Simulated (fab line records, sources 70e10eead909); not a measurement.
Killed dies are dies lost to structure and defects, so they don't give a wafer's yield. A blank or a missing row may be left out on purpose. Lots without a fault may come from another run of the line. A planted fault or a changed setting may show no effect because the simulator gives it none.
A struck lot beside a sound one | flow nand_harc | 43 steps out of a route of 1302
Sound: wafers L373.1, L373.3, L373.6. Struck: wafers L361.1, L361.3, L361.6. The cause comes at the end.
At each step with rows: each side's tool, then ch and its chambers, then its first start. Under that, the readings that differ: sound wafers | struck wafers | difference of the means | sigmas: that difference in standard deviations of wafers without a fault.
alike: readings whose means differ by less than 2 such deviations, and words and numbers that are the same on both sides. not compared: withheld readings, readings that some wafer has no value for, bounds like >300 that may hide the same value, and numbers for which the record gives no deviation and whose values overlap.
The two part at a step that has a row with sigmas, a row that says differs or no value, or rows on one side only. Numbers that don't overlap but have no deviation are shown without sigmas and don't part them. A reading that every wafer of one side lacks parts them only if that side has two wafers or more.

NHARC_P_ZERO_WELL_CD_MEAS_11: target cd 500 nm.
  sound on cd_sem-03 ch 0, day 10 05:16; struck on cd_sem-01 ch 0, day 5 05:14
  alike: cd_nm
then, 1 step without rows for these wafers: NHARC_P_ZERO_WELL_HARDBAKE_12 (time 65 s).
NHARC_P_ZERO_WELL_DESCUM_13: chemistry O2, time 3 s.
  sound on rie_diel-01 ch 1,3, day 10 05:25; struck on rie_diel-10 ch 0,2, day 5 05:23
  alike: chamber_pressure_mTorr, drypump_motor_current_A, oes_product_au, rf_vpp_V, showerhead_plenum_p_Torr, throttle_valve_pct
  not compared: rf_hours_counter_h
NHARC_P_ZERO_WELL_ETCH_65: etches the open film in N2/H2, target depth 80 nm, overetch 24 nm, time 87.88 s.
  sound on rie_diel-01 ch 0,1,2, day 10 05:31; struck on rie_diel-10 ch 0,1,2, day 5 05:29
  alike: chamber_pressure_mTorr, drypump_motor_current_A, oes_product_au, rf_vpp_V, showerhead_plenum_p_Torr, throttle_valve_pct
  not compared: rf_hours_counter_h
NHARC_P_ZERO_WELL_ETCH_62: etches the open film in CHF3/Ar, target depth 13 nm, time 6.5 s.
  sound on rie_diel-01 ch 0,3; struck on rie_diel-10 ch 0,1,2
  alike: chamber_pressure_mTorr, drypump_motor_current_A, oes_product_au, rf_vpp_V, showerhead_plenum_p_Torr, throttle_valve_pct
  not compared: rf_hours_counter_h
NHARC_P_ZERO_WELL_ETCH_63: etches the open film in HBr/Cl2, target depth 120 nm, time 40.1 s.
  sound on rie_si-01 ch 0,2, day 10 05:41; struck on rie_si-05 ch 0,1, day 5 05:40
  alike: chamber_pressure_mTorr, drypump_motor_current_A, oes_product_au, throttle_valve_pct
  not compared: rf_hours_counter_h
then, 6 steps without rows for these wafers: NHARC_P_ZERO_WELL_STRIP_15 (strips in SPM, time 900 s); NHARC_P_ZERO_WELL_DEHYDRATE_16 (time 120 s); NHARC_P_ZERO_WELL_HMDS_17 (time 30 s); NHARC_P_ZERO_WELL_COAT_18; NHARC_P_ZERO_WELL_SOFTBAKE_19 (time 95 s); NHARC_P_ZERO_WELL_EBR_20.
NHARC_P_ZERO_WELL_EXPOSE_21: exposes mask P NWELL, target cd 720 nm.
  sound on krf_scanner-04 ch 0, day 10 06:19; struck on krf_scanner-04, day 5 06:25
  no value came back on the struck wafers for exposure_dose_mJ_cm2, focus_offset_nm (nm); on the sound wafers exposure_dose_mJ_cm2 reads 22.345 22.344 22.336
  alike: mask
then, 2 steps without rows for these wafers: NHARC_P_ZERO_WELL_PEB_22 (peb time 85 s); NHARC_P_ZERO_WELL_DEVELOP_23 (time 70 s).
NHARC_P_ZERO_WELL_CD_MEAS_24: target cd 720 nm.
  sound on cd_sem-02 ch 0, day 10 06:28; struck on cd_sem-01 ch 0, day 5 06:35
  reading    | sound             | struck | difference                    | sigmas
  cd_nm (nm) | 717.2 718.6 719.8 | - - -  | no value on the struck wafers |
then, 1 step without rows for these wafers: NHARC_P_ZERO_WELL_HARDBAKE_25 (time 80 s).
NHARC_P_ZERO_WELL_DESCUM_26: chemistry O2, time 3 s.
  sound on rie_diel-08 ch 0,1,3, day 10 06:40; struck on rie_diel-10 ch 2,3, day 5 06:45
  reading                      | sound             | struck          | difference | sigmas
  model.P_ZERO_WELL.cd_nm (nm) | 716.4 718.3 718.4 | 500.2 495 496.8 | -220.4     |
  alike: chamber_pressure_mTorr, drypump_motor_current_A, oes_product_au, rf_vpp_V, showerhead_plenum_p_Torr, throttle_valve_pct
  not compared: rf_hours_counter_h
then, 12 steps without rows for these wafers: NHARC_P_ZERO_WELL_IMPLANT_27; NHARC_P_ZERO_WELL_IMPLANT_57; NHARC_P_ZERO_WELL_IMPLANT_58; NHARC_P_ZERO_WELL_STRIP_28 (strips in SPM, time 840 s); NHARC_P_ZERO_WELL_DEHYDRATE_29 (time 120 s); NHARC_P_ZERO_WELL_HMDS_30 (time 30 s); NHARC_P_ZERO_WELL_COAT_31; NHARC_P_ZERO_WELL_SOFTBAKE_32 (time 95 s); NHARC_P_ZERO_WELL_EBR_33; NHARC_P_ZERO_WELL_EXPOSE_34 (exposes mask P PWELL, target cd 720 nm); NHARC_P_ZERO_WELL_PEB_35 (peb time 85 s); NHARC_P_ZERO_WELL_DEVELOP_36 (time 70 s).
NHARC_P_ZERO_WELL_CD_MEAS_37: target cd 720 nm.
  sound on cd_sem-03 ch 0, day 10 08:01; struck on cd_sem-03 ch 0, day 5 08:14
  alike: cd_nm
then, 1 step without rows for these wafers: NHARC_P_ZERO_WELL_HARDBAKE_38 (time 80 s).
NHARC_P_ZERO_WELL_DESCUM_39: chemistry O2, time 3 s.
  sound on rie_diel-01 ch 1,3, day 10 08:11; struck on rie_diel-01 ch 0,2,3, day 5 08:25
  reading      | sound          | struck         | difference | sigmas
  rf_vpp_V (V) | 58.3 57.6 57.1 | 59.9 59.4 59.6 | +2.0       | +2
  alike: chamber_pressure_mTorr, drypump_motor_current_A, oes_product_au, showerhead_plenum_p_Torr, throttle_valve_pct
  not compared: rf_hours_counter_h
then, 9 steps without rows for these wafers: NHARC_P_ZERO_WELL_IMPLANT_40; NHARC_P_ZERO_WELL_IMPLANT_59; NHARC_P_ZERO_WELL_IMPLANT_60; NHARC_P_ZERO_WELL_STRIP_41 (strips in SPM, time 840 s); NHARC_P_ZERO_WELL_DEHYDRATE_44 (time 120 s); NHARC_P_ZERO_WELL_HMDS_45 (time 30 s); NHARC_P_ZERO_WELL_COAT_46; NHARC_P_ZERO_WELL_SOFTBAKE_47 (time 95 s); NHARC_P_ZERO_WELL_EBR_48.
NHARC_P_ZERO_WELL_INSPECT_43:
  sound on defect_inspect-02, day 10 11:23; struck on defect_inspect-02, day 5 11:52
  reading          | sound   | struck        | difference | sigmas
  raw_defect_count | 15 9 10 | 993 1136 1147 | +1081      | +99 or more
  not compared: hold

WHERE THEY PART
First at NHARC_P_ZERO_WELL_EXPOSE_21; last, within this record, at NHARC_P_ZERO_WELL_INSPECT_43.

WHY: what the simulator had put in
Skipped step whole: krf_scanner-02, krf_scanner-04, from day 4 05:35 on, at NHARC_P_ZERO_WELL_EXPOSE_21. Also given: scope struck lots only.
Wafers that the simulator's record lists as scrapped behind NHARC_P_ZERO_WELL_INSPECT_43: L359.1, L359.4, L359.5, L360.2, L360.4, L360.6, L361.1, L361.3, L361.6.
